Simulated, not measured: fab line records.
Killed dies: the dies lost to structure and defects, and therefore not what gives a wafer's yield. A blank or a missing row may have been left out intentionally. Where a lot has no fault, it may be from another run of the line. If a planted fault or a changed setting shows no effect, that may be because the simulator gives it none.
fab line records ; flow n5_finfet
record lots=10; wafers=30; last_day=17
route steps=1938 shown BEOL_M2@902 BEOL_M3@931 BEOL_M4@1111
lots untouched by any fault: they come from a run of this same line in which no faults occurred
start_h: start of the lot's first displayed wafer, in hours after the record's first day ; wait_h: how many hours have passed since the lot's step before this one ; " unchanged from the row above ; L1.1+2: a single row standing in for several wafers ; - no value, or no start was given ; * or withheld: withheld ; < > ~ a bound
route shown NAME@n: a module of which the file shows steps, and the number in the route of the first ; usual: mean and standard deviation over wafers with no fault ; same: alike in all rows ; chamber/n: place in a boat ; sites: per-site readings ; _std_site: the values' standard deviation ; _edge_site: outer sites' mean less inner sites' ; radius_mm: for every site, how far away it sits from the centre of the wafer ; mask NAME#n: copy n ; behind: tool/chamber where the wafer was last shaped ; hold: why the lot went on hold/how many hours it stayed there/how the hold came to an end ; device: whichever transistor did not switch (one of n, p or np) ; end of line: tests of these same wafers at the route's end ; for a step that has no rows: nothing shown but its recipe ; killed: dies that structure and defects cost at the first sort, which is not the same as the wafer's yield ; map: dies across one wafer; x = killed, . = not, _ = none there
set.NAME: the run value of the setting; set.NAME@STEP: its run value at that earlier step ; model.NAME: the simulator's own value behind a step, which no gauge read
one table for each step of the route and one row for each wafer, over a sample of lots
services: the hour from which a tool's chamber was out of use, counted from the record's first day as start_h (under 0 if before that day), plus the number of hours and why
## steps
# step N5_BEOL_M2_SURFACE_TREAT_85
# recipe gas=Ar; time_s=*; ion_energy_ev=*; ion_current_ma_cm2=0.5; pressure_mtorr=*; ar_flow_sccm=30
# usual throttle_valve_pct=*
lot.wafer;tool;chamber;start_h;wait_h;throttle_valve_pct
L388.2;pvd_sputter-01;-;168.29;0.4;*
L388.3;pvd_sputter-01;-;168.29;0.4;*
L388.5;pvd_sputter-01;-;168.29;0.4;*
L390.2;pvd_sputter-03;-;175.25;0.3;*
L390.4;pvd_sputter-03;-;175.25;0.3;*
L390.6;pvd_sputter-03;-;175.25;0.3;*
L389.1;pvd_sputter-03;-;176.53;0.1;*
L389.2;pvd_sputter-03;-;176.53;0.1;*
L389.5;pvd_sputter-03;-;176.53;0.1;*
L391.1;pvd_sputter-01;-;180.75;0.5;*
L391.4;pvd_sputter-01;-;180.75;0.5;*
L391.5;pvd_sputter-01;-;180.75;0.5;*
L397.1;pvd_sputter-02;-;216.53;0.2;*
L397.2;pvd_sputter-02;-;216.53;0.2;*
L397.4;pvd_sputter-02;-;216.53;0.2;*
L398.1;pvd_sputter-03;-;221.54;0.2;*
L398.5;pvd_sputter-03;-;221.54;0.2;*
L398.6;pvd_sputter-03;-;221.54;0.2;*
L399.2;pvd_sputter-03;-;224.66;0.2;*
L399.3;pvd_sputter-03;-;224.66;0.2;*
L399.5;pvd_sputter-03;-;224.66;0.2;*
L404.2;pvd_sputter-02;-;252.08;0.4;*
L404.5;pvd_sputter-02;-;252.08;0.4;*
L404.6;pvd_sputter-02;-;252.08;0.4;*
L405.3;pvd_sputter-02;-;261.11;0.2;*
L405.4;pvd_sputter-02;-;261.11;0.2;*
L405.5;pvd_sputter-02;-;261.11;0.2;*
L408.1;pvd_sputter-01;-;278.64;0.3;*
L408.2;pvd_sputter-01;-;278.64;0.3;*
L408.5;pvd_sputter-01;-;278.64;0.3;*
# step N5_BEOL_M2_ANNEAL_49
# recipe temp_c=400; time_s=240; ambient=vacuum
# usual heater_power_w=911/130; susceptor_temp_C_max=401.2/0.46
lot.wafer;tool;chamber;start_h;wait_h;heater_power_w;susceptor_temp_C_max
L388.2;pvd_sputter-01;-;168.63;0.0;878;401.9
L388.3;pvd_sputter-01;-;168.63;0.0;1054;401.4
L388.5;pvd_sputter-01;-;168.63;0.0;893;401.4
L390.2;pvd_sputter-02;-;176.00;0.0;760;400.7
L390.4;pvd_sputter-02;-;176.00;0.0;1153;401.6
L390.6;pvd_sputter-02;-;176.00;0.0;782;401.0
L389.1;pvd_sputter-03;-;177.09;0.0;758;400.4
L389.2;pvd_sputter-03;-;177.09;0.0;957;400.9
L389.5;pvd_sputter-03;-;177.09;0.0;803;400.3
L391.1;pvd_sputter-01;-;181.19;0.0;839;401.9
L391.4;pvd_sputter-01;-;181.19;0.0;1010;401.0
L391.5;pvd_sputter-01;-;181.19;0.0;880;401.4
L397.1;pvd_sputter-01;-;217.09;0.0;847;401.4
L397.2;pvd_sputter-01;-;217.09;0.0;1038;401.2
L397.4;pvd_sputter-01;-;217.09;0.0;1022;401.1
L398.1;pvd_sputter-03;-;221.98;0.0;776;400.7
L398.5;pvd_sputter-03;-;221.98;0.0;811;400.6
L398.6;pvd_sputter-03;-;221.98;0.0;989;400.7
L399.2;pvd_sputter-02;-;225.25;0.0;765;401.3
L399.3;pvd_sputter-02;-;225.25;0.0;878;401.5
L399.5;pvd_sputter-02;-;225.25;0.0;1157;401.2
L404.2;pvd_sputter-02;-;252.52;0.0;887;401.4
L404.5;pvd_sputter-02;-;252.52;0.0;889;401.6
L404.6;pvd_sputter-02;-;252.52;0.0;904;400.9
L405.3;pvd_sputter-01;-;261.57;0.0;1013;400.4
L405.4;pvd_sputter-01;-;261.57;0.0;879;401.1
L405.5;pvd_sputter-01;-;261.57;0.0;1065;401.8
L408.1;pvd_sputter-02;-;279.05;0.0;904;400.8
L408.2;pvd_sputter-02;-;279.05;0.0;915;402.0
L408.5;pvd_sputter-02;-;279.05;0.0;1150;401.9
# step N5_BEOL_M2_SPUTTER_81
# recipe material=Cu; target_thk_a=45; temp_c=-20; chamber_pressure_pa=0.07; power_w=withheld; time_s=8.29
# usual throttle_valve_pct=30.2/1.1
lot.wafer;tool;chamber;start_h;wait_h;throttle_valve_pct
L388.2;pvd_sputter-01;-;168.99;0.1;30.1
L388.3;pvd_sputter-01;-;168.99;0.1;30.9
L388.5;pvd_sputter-01;-;168.99;0.1;29.4
L390.2;pvd_sputter-02;-;176.36;0.1;30.2
L390.4;pvd_sputter-02;-;176.36;0.1;29.0
L390.6;pvd_sputter-02;-;176.36;0.1;30.2
L389.1;pvd_sputter-03;-;177.45;0.1;28.6
L389.2;pvd_sputter-03;-;177.45;0.1;29.3
L389.5;pvd_sputter-03;-;177.45;0.1;28.3
L391.1;pvd_sputter-01;-;181.55;0.1;31.0
L391.4;pvd_sputter-01;-;181.55;0.1;31.7
L391.5;pvd_sputter-01;-;181.55;0.1;29.5
L397.1;pvd_sputter-01;-;217.45;0.1;30.8
L397.2;pvd_sputter-01;-;217.45;0.1;30.9
L397.4;pvd_sputter-01;-;217.45;0.1;31.7
L398.1;pvd_sputter-03;-;222.34;0.1;28.3
L398.5;pvd_sputter-03;-;222.34;0.1;28.3
L398.6;pvd_sputter-03;-;222.34;0.1;29.4
L399.2;pvd_sputter-02;-;225.61;0.1;30.4
L399.3;pvd_sputter-02;-;225.61;0.1;30.0
L399.5;pvd_sputter-02;-;225.61;0.1;28.9
L404.2;pvd_sputter-02;-;252.88;0.1;29.9
L404.5;pvd_sputter-02;-;252.88;0.1;31.6
L404.6;pvd_sputter-02;-;252.88;0.1;30.0
L405.3;pvd_sputter-01;-;261.93;0.1;31.7
L405.4;pvd_sputter-01;-;261.93;0.1;29.8
L405.5;pvd_sputter-01;-;261.93;0.1;30.8
L408.1;pvd_sputter-02;-;279.41;0.1;29.9
L408.2;pvd_sputter-02;-;279.41;0.1;31.4
L408.5;pvd_sputter-02;-;279.41;0.1;29.0
# step N5_BEOL_M3_ILD_DEP_00
# recipe material=SiOC; target_thk_a=790; temp_c=350; precursor=DEMS/O2; pressure_torr=5; rf_w=500; time_s=15.3
# usual chamber_pressure_Torr=5.001/0.011; heater_power_w=469/65; rf_fwd_power_W=493.3/2.9; showerhead_plenum_p_Torr=5.699/0.013; susceptor_temp_C=349.98/0.2; throttle_valve_pct=12.0/0.5
lot.wafer;tool;chamber;start_h;wait_h;chamber_pressure_Torr;heater_power_w;rf_fwd_power_W;showerhead_plenum_p_Torr;susceptor_temp_C;throttle_valve_pct
L388.2;pecvd-03;1;175.15;0.0;5.001;545;492.5;5.701;350.44;12.5
L388.3;pecvd-03;0;175.15;0.0;5.009;481;488.7;5.677;349.92;12.4
L388.5;pecvd-03;2;175.15;0.0;4.993;422;496.4;5.695;349.84;11.2
L390.2;pecvd-02;0;178.81;0.0;4.999;570;489.1;5.682;349.84;13.0
L390.4;pecvd-02;0;178.81;0.0;5.005;584;492.6;5.703;349.82;13.1
L390.6;pecvd-02;2;178.81;0.0;5.009;413;489.6;5.695;350.18;11.4
L389.1;pecvd-03;1;179.92;0.0;5.012;501;492.7;5.708;350.21;12.3
L389.2;pecvd-03;0;179.92;0.0;5.001;436;489.5;5.703;350.11;12.3
L389.5;pecvd-03;1;179.92;0.0;5.001;500;493.0;5.722;350.14;12.6
L391.1;pecvd-03;2;183.98;0.0;5.012;411;500.1;5.689;350.06;11.2
L391.4;pecvd-03;0;183.98;0.0;4.994;454;490.5;5.686;349.77;12.1
L391.5;pecvd-03;1;183.98;0.0;4.995;493;494.2;5.722;349.89;12.4
L397.1;pecvd-03;1;221.83;0.0;4.987;416;491.4;5.709;343.92;12.0
L397.2;pecvd-03;2;221.83;0.0;5.003;325;498.8;5.682;343.44;11.3
L397.4;pecvd-03;1;221.83;0.0;4.995;432;492.4;5.715;343.90;12.1
L398.1;pecvd-03;0;224.95;0.0;5.001;378;491.6;5.696;343.63;12.3
L398.5;pecvd-03;1;224.95;0.0;4.999;470;494.3;5.727;343.88;12.7
L398.6;pecvd-03;0;224.95;0.0;5.002;403;488.1;5.687;343.69;12.3
L399.2;pecvd-01;0;228.04;0.0;4.993;360;494.3;5.680;349.81;11.5
L399.3;pecvd-01;1;228.04;0.0;5.020;601;491.6;5.706;349.87;11.9
L399.5;pecvd-01;2;228.04;0.0;4.994;513;494.9;5.691;349.91;12.1
L404.2;pecvd-02;0;255.34;0.0;4.999;547;491.4;5.701;350.18;12.8
L404.5;pecvd-02;2;255.34;0.0;4.982;442;490.6;5.694;349.78;12.0
L404.6;pecvd-02;0;255.34;0.0;5.017;530;492.1;5.697;350.20;12.7
L405.3;pecvd-01;0;264.65;0.1;5.017;450;498.3;5.694;349.74;11.5
L405.4;pecvd-01;1;264.65;0.1;5.012;502;491.8;5.709;349.77;11.9
L405.5;pecvd-01;0;264.65;0.1;5.015;460;495.8;5.674;349.93;11.7
L408.1;pecvd-03;1;281.84;0.0;5.009;473;493.3;5.722;350.14;12.4
L408.2;pecvd-03;0;281.84;0.0;5.013;459;489.0;5.704;350.12;12.2
L408.5;pecvd-03;2;281.84;0.0;4.982;413;498.3;5.674;350.08;11.7
# step N5_BEOL_M4_RC_MEAS_101
# usual DIBL_N=35.8/1.8; DIBL_P=35.6/2; IOFF_N=0.148/0.028; IOFF_P=0.20/0.034; ION_N=672/12; ION_P=462/8.5; SS_N=71.2/0.65; SS_P=73.1/0.67; VT_N=251/3.3; VT_P=-251/3.8
lot.wafer;tool;chamber;start_h;wait_h;DIBL_N[mV/V];DIBL_P[mV/V];IOFF_N[nA/um];IOFF_P[nA/um];ION_N[uA/um];ION_P[uA/um];SS_N[mV/dec];SS_P[mV/dec];VT_N[mV];VT_P[mV]
L388.2;prober-01;0;192.61;0.2;36.3;34.1;0.138;0.20;662;464;71.5;73.2;253;-248
L388.3;prober-01;0;192.61;0.2;36.9;34.5;0.141;0.21;675;469;70.9;73.8;253;-248
L388.5;prober-01;0;192.61;0.2;38.3;36.7;0.175;0.24;677;468;71.1;73.7;247;-248
L390.2;prober-01;0;196.57;0.2;37.6;36.9;0.169;0.20;693;465;71.9;73.8;245;-252
L390.4;prober-01;0;196.57;0.2;37.9;37.5;0.162;0.22;684;461;71.7;74.0;247;-249
L390.6;prober-01;0;196.57;0.2;36.8;35.5;0.147;0.18;675;462;71.4;72.9;251;-254
L389.1;prober-01;0;199.23;0.0;36.3;37.7;0.161;0.19;686;464;71.5;72.9;250;-256
L389.2;prober-01;0;199.23;0.0;35.4;38.2;0.152;0.20;674;463;71.5;72.6;252;-254
L389.5;prober-01;0;199.23;0.0;36.7;37.9;0.165;0.19;671;461;71.0;73.1;250;-256
L391.1;prober-02;0;203.75;0.0;33.2;32.1;0.111;0.16;667;459;70.4;72.0;254;-256
L391.4;prober-02;0;203.75;0.0;34.2;33.6;0.129;0.19;674;467;70.5;72.8;250;-250
L391.5;prober-02;0;203.75;0.0;34.0;32.3;0.116;0.16;655;453;70.5;72.6;254;-253
L397.1;prober-01;0;242.14;0.0;35.6;36.3;0.158;0.21;679;466;71.1;73.5;248;-252
L397.2;prober-01;0;242.14;0.0;34.6;35.0;0.145;0.18;681;462;71.2;72.8;251;-250
L397.4;prober-01;0;242.14;0.0;34.9;35.4;0.152;0.20;679;460;71.2;73.0;250;-249
L399.2;prober-01;0;244.85;0.2;34.9;35.3;0.141;0.21;672;466;71.2;72.7;251;-248
L399.3;prober-01;0;244.85;0.2;34.6;34.7;0.142;0.21;671;473;70.9;72.8;252;-251
L399.5;prober-01;0;244.85;0.2;34.2;35.1;0.134;0.21;673;463;70.0;72.3;249;-251
L398.1;prober-02;0;247.13;0.0;39.7;38.6;0.244;0.31;677;467;73.2;74.3;245;-242
L398.5;prober-02;0;247.13;0.0;36.7;35.2;0.162;0.25;668;468;72.6;73.2;252;-243
L398.6;prober-02;0;247.13;0.0;38.2;37.0;0.192;0.27;669;459;72.4;74.0;248;-248
L404.2;prober-02;0;273.91;0.2;36.9;35.4;0.152;0.17;679;453;70.9;73.3;251;-255
L404.5;prober-02;0;273.91;0.2;36.9;36.1;0.153;0.18;675;451;71.9;72.9;252;-254
L404.6;prober-02;0;273.91;0.2;35.5;35.7;0.140;0.18;682;465;71.0;73.2;251;-252
L405.3;prober-02;0;283.24;0.3;36.4;33.2;0.145;0.16;671;454;71.8;73.0;253;-257
L405.4;prober-02;0;283.24;0.3;39.3;36.0;0.208;0.19;659;443;72.7;73.9;249;-253
L405.5;prober-02;0;283.24;0.3;37.4;35.8;0.170;0.20;685;459;71.3;73.8;249;-250
L408.1;prober-02;0;310.71;0.0;34.5;34.1;0.145;0.19;673;471;70.7;72.4;249;-249
L408.2;prober-02;0;310.71;0.0;35.1;35.6;0.163;0.21;687;470;70.5;72.9;246;-247
L408.5;prober-02;0;310.71;0.0;35.3;35.2;0.164;0.21;692;469;70.9;72.9;247;-247
## services
tool;chamber;start_h;hours;kind
pecvd-01;1;167.18;4.5;repair
pecvd-03;2;172.20;2.1;scheduled_down
pecvd-02;1;207.07;5.5;scheduled_down
pecvd-02;2;213.03;5.5;scheduled_down
pecvd-01;-;219.34;6.0;pm
pecvd-01;2;234.42;2.5;repair
pecvd-01;2;236.96;-;clean
pecvd-01;2;236.96;-;consumable_replace:showerhead
pecvd-01;2;236.96;29.0;scheduled_down
pecvd-01;2;236.96;29.0;vent_cycle
pecvd-01;1;252.08;2.1;scheduled_down
pecvd-03;2;270.65;2.1;repair
## key
first_sign step=N5_BEOL_M3_ILD_DEP_00; reading=susceptor_temp_C; direction=down; sigmas=31; usual=*; struck=*
effect none on later readings
met_at N5_BEOL_M3_ILD_DEP_00
struck_lots L397,L398
not_acting_at N5_BEOL_M2_SURFACE_TREAT_85,N5_BEOL_M2_ANNEAL_49,N5_BEOL_M2_SPUTTER_81
onset_between 183.98 221.83
fault kind=process_parameter_drift; tool=pecvd-03; chamber=-; onset_h=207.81; steps=N5_BEOL_M3_ILD_DEP_00; channel=temp_c; offset=*; shape=step; end_h=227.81; acts_in=*; stated=*
